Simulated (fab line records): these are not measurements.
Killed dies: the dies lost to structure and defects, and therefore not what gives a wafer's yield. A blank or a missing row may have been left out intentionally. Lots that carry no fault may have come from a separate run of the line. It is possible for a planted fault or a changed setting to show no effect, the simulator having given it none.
Chamber matching + flow n5Finfet + N5_ZERO_LAYER_ETCH_18 on rieSi-01 has 4 sister chambers
The step etches Si in HBr/Cl2, target depth 120 nm, time 40 s. 16 wafers are shown with their chamber, then 8 later ones without.

## WAFERS, EACH WITH ITS CHAMBER
| wafer  | chamber | throttleValvePct (%) | drypumpMotorCurrentA (A) | oesProductAu (a.u.) |
|--------|---------|----------------------|--------------------------|---------------------|
| L074.3 | 0       | 36.18                | 5.6                      | 0.969               |
| L074.5 | 3       | 36.09                | 6.2                      | 0.997               |
| L074.6 | 0       | 36.16                | 5.6                      | 0.964               |
| L080.2 | 2       | 36.50                | 5.0                      | 0.978               |
| L080.5 | 3       | 36.10                | 6.1                      | 1.009               |
| L080.6 | 2       | 36.49                | 5.1                      | 0.971               |
| L081.1 | 2       | 36.50                | 5.1                      | 0.977               |
| L081.4 | 3       | 36.09                | 6.1                      | 0.996               |
| L081.5 | 2       | 36.49                | 5.1                      | 0.972               |
| L088.1 | 0       | 36.16                | 5.6                      | 0.972               |
| L088.5 | 2       | 36.49                | 5.0                      | 0.969               |
| L088.6 | 3       | 36.10                | 6.1                      | 0.995               |
| L092.1 | 3       | 36.08                | 6.1                      | 0.997               |
| L092.4 | 0       | 36.16                | 5.6                      | 0.967               |
| L092.6 | 2       | 36.49                | 5.0                      | 0.968               |
| L094.1 | 1       | 36.27                | 6.3                      | 1.009               |

SIGNATURES (means of the wafers above)
| reading              | chamber 0 | chamber 1 | chamber 2 | chamber 3 | scatter within a chamber |
|----------------------|-----------|-----------|-----------|-----------|--------------------------|
| throttleValvePct     | 36.1650   | 36.2700   | 36.4933   | 36.0920   | 0.00771                  |
| drypumpMotorCurrentA | 5.600     | 6.300     | 5.050     | 6.120     | 0.0438                   |
| oesProductAu         | 0.96800   | 1.00900   | 0.97250   | 0.99880   | 0.00459                  |
Rule: for each reading, subtract the chamber's mean from the wafer's reading, divide by that reading's scatter and square the result; add these up over the readings and take the root, which gives the wafer's distance from the chamber. If the next closest chamber is less than 2 further off than the closest, the wafer can't be placed; otherwise it belongs to the closest. The scatter is the square root of a quotient: the sum, over the shown wafers, of each reading's squared deviation from its chamber's mean, divided by wafers minus chambers.

## WAFERS MISSING THEIR CHAMBER
| wafer  | throttleValvePct (%) | drypumpMotorCurrentA (A) | oesProductAu (a.u.) |
|--------|----------------------|--------------------------|---------------------|
| L094.5 | 36.28                | 6.3                      | 1.005               |
| L094.6 | 36.16                | 5.6                      | 0.965               |
| L095.3 | 36.27                | 6.3                      | 1.002               |
| L095.5 | 36.18                | 5.6                      | 0.967               |
| L095.6 | 36.27                | 6.3                      | 1.006               |
| L097.2 | 36.49                | 5.0                      | 0.974               |
| L097.3 | 36.29                | 6.3                      | 1.005               |
| L097.5 | 36.16                | 5.6                      | 0.974               |

## CHAMBER TAKEN BY EACH
| wafer  | from the rows above | in truth |
|--------|---------------------|----------|
| L094.5 | 1                   | 1        |
| L094.6 | 0                   | 0        |
| L095.3 | 1                   | 1        |
| L095.5 | 0                   | 0        |
| L095.6 | 1                   | 1        |
| L097.2 | 2                   | 2        |
| L097.3 | 1                   | 1        |
| L097.5 | 0                   | 0        |
Correct placement for 8 of the 8. Number that these rows cannot place: 0. Wrongly placed: 0.
